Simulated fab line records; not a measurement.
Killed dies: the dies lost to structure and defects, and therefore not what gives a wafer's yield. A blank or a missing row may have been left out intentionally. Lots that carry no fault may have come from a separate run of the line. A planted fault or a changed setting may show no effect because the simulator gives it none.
Problem report, 8D (eight disciplines) form, completed by code / flow n5Finfet / the parts of the form that need people (team, actions taken, sign-off) are left out

1. WHAT WENT WRONG
Mean of barrierFieldEndpointS at N5_BEOL_M12_CMP_49: 41.7 s over 2 wafers from 1 lot, against 30.5 s (standard deviation 0.71) on wafers with no fault. Relative to the usual mean, that is a shift of +16 standard deviations.
The step: polishes, stops on SiOC, t overpolish 20.6 s, target thk 320 nm.
Seen first at day 14 08:43 on cmp-02, wafer L477.1. The record holds 27 wafers of 9 lots with a number at this step. By rule, "out" or "out of limits" means more than 4 standard deviations away from the usual mean. The other wafers with a number count as sound.

2. WHAT IT IS; WHAT IT IS NOT
question=which readings at this step | is=barrierFieldEndpointS | is not=clearingPlatenRpm, motorCurrentA, platenRpm, retainingRingPressureFrac
question=which lots | is=L477 | is not=L469, L472, L473, L474, L478, L488, L489, L491
question=which wafers of those lots | is=L477.1, L477.6 | is not=L477.2
question=read on which tools | is=cmp-02 | is not=cmp-03, cmp-04
question=when | is=from day 14 08:43 | is not=up to then (16 sound wafers); but 9 sound wafers of L488, L489, L491 came after

3. THE SUSPECTS, EACH WITH WHAT RULES IT OUT
Counting: any tool at a process step up to the reading remains a suspect provided it ran every lot that is out. Sound lots after the first of them don't rule it out here, since some wafers of a struck lot are sound.
- rieDiel-06 at N5_BEOL_M12_DESCUM_33 (chemistry O2, time 7.9 s): kept. It ran the lot that is out, L477 (day 14 05:33); its last sound lot up to then is L473 (day 11 22:44).
- rieDiel-06 at N5_BEOL_M12_TRENCH_ETCH_34 (etches SiOC in C4F8/O2/Ar, target depth 318.95 nm, time 125.5 s): kept. It ran the lot that is out, L477 (day 14 05:55); its last sound lot up to then is L473 (day 11 23:05).
- pvdSputter-01 at N5_BEOL_M12_SPUTTER_43 (material TaN, target thk 15 nm, time 24.19 s): kept. It ran the lot that is out, L477 (day 14 07:58); its last sound lot up to then is L478 (day 13 20:21).
- pvdSputter-01 at N5_BEOL_M12_SPUTTER_44 (material Ta, target thk 10 nm, time 16.13 s): kept. It ran the lot that is out, L477 (day 14 08:03); its last sound lot up to then is L478 (day 13 20:26).
- cmp-02 at N5_BEOL_M12_CMP_49 (polishes, stops on SiOC, t overpolish 20.6 s, target thk 320 nm): kept. It ran the lot that is out, L477 (day 14 08:43); its last sound lot up to then is L474 (day 12 12:41). Out on those wafers are its own readings of barrierFieldEndpointS.
- The sound lot-mates ran in chamber 0 of rieDiel-06 at N5_BEOL_M12_DESCUM_33, but the wafers that are out ran in chamber 3.
- The sound lot-mates ran in chamber 0 of rieDiel-06 at N5_BEOL_M12_TRENCH_ETCH_34, but the wafers that are out ran in chamber 3.
- Within cmp-02 at N5_BEOL_M12_CMP_49: the wafers that are out ran in chambers 0, 3; their sound lot-mates ran in chamber 2.
Left after counting: rieDiel-06 at N5_BEOL_M12_DESCUM_33, rieDiel-06 at N5_BEOL_M12_TRENCH_ETCH_34, pvdSputter-01 at N5_BEOL_M12_SPUTTER_43, pvdSputter-01 at N5_BEOL_M12_SPUTTER_44, cmp-02 at N5_BEOL_M12_CMP_49.

4. THE CAUSE (what the simulator had put in)
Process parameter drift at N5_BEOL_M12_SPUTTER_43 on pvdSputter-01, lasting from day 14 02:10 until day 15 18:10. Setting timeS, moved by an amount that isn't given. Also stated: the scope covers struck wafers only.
Counting left 5 suspects, and this tool is among them.

5. THE CHAIN OF EFFECTS, in route order
Each row: a reading whose mean over the struck wafers that have a number lies more than 3 standard deviations from the usual. Only readings for which the record gives a usual standard deviation are gone through. hours: the time from each lot's start at the first step in this table that gives one to its start at this step, as a median over the lots. sigmas: the change in usual standard deviations.
hours=0; step=N5_BEOL_M12_CMP_49; reading=barrierFieldEndpointS; usual=30.5 s; on struck wafers=41.7; change=+11.2; sigmas=+16
It contains these process steps:
- N5_BEOL_M12_CMP_49: polishes, stops on SiOC, t overpolish 20.6 s, target thk 320 nm.

6. WHAT WOULD HAVE CAUGHT IT SOONER
In this record the first reading out of limits was taken at day 14 08:43, 7 hours after the fault began at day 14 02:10.
Of the tool readings at N5_BEOL_M12_SPUTTER_43 for which the record gives a usual standard deviation, none was out on any struck wafer, so an alarm limit of 4 standard deviations on them would not have fired.
By day 14 08:43 the whole set of lots that are out, 1 in number, had already begun N5_BEOL_M12_SPUTTER_43 on pvdSputter-01. Holding the tool at that point would not have protected any of them.
